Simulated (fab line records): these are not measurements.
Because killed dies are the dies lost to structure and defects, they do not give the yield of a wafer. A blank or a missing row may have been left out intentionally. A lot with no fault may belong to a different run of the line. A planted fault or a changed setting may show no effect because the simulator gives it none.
Comparing a struck lot with a sound one || flow n5 finfet || 16 steps out of a route of 1938
Sound: these wafers, L589.1, L589.3, L589.5. Wafers struck: L597.1, L597.4, L597.5. At the end, the cause is stated.
For every step that has rows: the tool of each side, followed by ch and its chambers, followed by its first start. Under that, the readings that differ: sound wafers || struck wafers || difference of the means || sigmas: that difference in standard deviations of wafers without a fault.
alike: same words and numbers on both sides, and readings whose means sit less than 2 such deviations apart. not compared: any withheld reading, any reading some wafer has no value for, any bound like >300 that may hide the same value, and any number with overlapping values for which the record gives no deviation.
A row with sigmas, a row that says differs or no value, or rows on one side alone: a step with any of these is where the two part. Numbers that don't overlap but have no deviation are shown without sigmas and don't part them. A reading that every wafer of one side lacks parts them only if that side has two wafers or more.

N5_WELL_APT_DESCUM_30: chemistry O2, time 7.9 s.
  sound on rie diel-03 ch 0,2,3, day 2 09:07; struck on rie diel-06 ch 0,1,2, day 4 09:46
  alike: drypump motor current A, oes product au, rf vpp V, showerhead plenum p Torr, throttle valve pct
  not compared: rf hours counter h
then, 3 steps without rows for these wafers: N5_WELL_APT_IMPLANT_31; N5_WELL_APT_IMPLANT_32; N5_WELL_APT_STRIP_33 (strips in SPM, time 900 s).
N5_WELL_APT_RTA_34: time 10 s.
  sound on rtp anneal-02 ch 0, day 2 09:55; struck on rtp anneal-01 ch 0, day 4 10:43
  alike: lamp power pct, wafer_temp_C_max
then, 4 steps without rows for these wafers: N5_WELL_APT_OXIDE_STRIP_42 (strips SiO2 in dHF, time 45 s, target depth 12 nm); N5_WELL_APT_PRECLEAN_36 (cleans in O3/DIW, time 45 s); N5_WELL_APT_PRECLEAN_39 (cleans in dHF, time 60 s); N5_WELL_APT_SRD_37 (time 30 s).
N5_WELL_APT_EPI_41: deposits Si from SiH4/H2, target thk 50 nm, time 297.7 s.
  sound on epi rpcvd-01 ch 0, day 2 10:08; struck on epi rpcvd-02 ch 0, day 4 10:57
  alike: throttle valve pct
N5_WELL_APT_INSPECT_38: inspects for defects (darkfield).
  sound: defect inspect-02 at day 2 10:47; struck: defect inspect-02 at day 4 11:35
  alike: raw defect count
N5_PMOS_HMC_CHANNEL_EPI_HM_DEP_34: deposits SiO2 from TEOS/O2, target thk 36 nm, time 6.9 s.
  sound on pecvd-01 ch 0,1, day 2 10:49; struck on pecvd-03 ch 0,1, day 4 11:37
  alike: heater power outer w, heater power w, showerhead plenum p Torr, throttle valve pct
N5_PMOS_HMC_CHANNEL_EPI_COAT_31: time 60 s, resist thk 66 nm.
  sound on litho track-04 ch 0, day 2 10:53; struck on litho track-05 ch 0, day 4 11:41
{"reading": "heater power total W (W)", "sound": "389.8 392.0 391.2", "struck": "381.5 379.6 379.6", "difference": -10.8, "sigmas": -8}
{"reading": "plate temp C (C)", "sound": "205.06 205.10 205.07", "struck": "200.66 200.79 200.82", "difference": -4.32, "sigmas": -29}
then, 1 step without rows for these wafers: N5_PMOS_HMC_CHANNEL_EPI_COAT_03 (resist thk 205 nm).
-- a jump in the record: the struck wafers' starts before and after are 7 days apart (it breaks off in module PMOS_HMC_CHANNEL_EPI and resumes in module BEOL_M4, where the first step shown is number 1111 of the route) --
N5_BEOL_M4_RC_MEAS_101:
  sound on prober-01 ch 0, day 8 12:38; struck on prober-01 ch 0, day 11 01:46
  alike: DIBL_N, DIBL_P, IOFF_N, IOFF_P, ION_N, ION_P, SS_N, SS_P, VT_N, VT_P
next, for these wafers, 1 step has no rows: N5_PASSIVATION_PROBE_49.

WHERE THEY PART
At N5_PMOS_HMC_CHANNEL_EPI_COAT_31 and nowhere else, as far as this record goes. Later steps at which nothing parts them and some readings are alike: N5_BEOL_M4_RC_MEAS_101.

WHY: what had been put in by the simulator
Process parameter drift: litho track-05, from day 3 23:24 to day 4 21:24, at N5_PMOS_HMC_CHANNEL_EPI_COAT_31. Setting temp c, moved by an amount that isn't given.
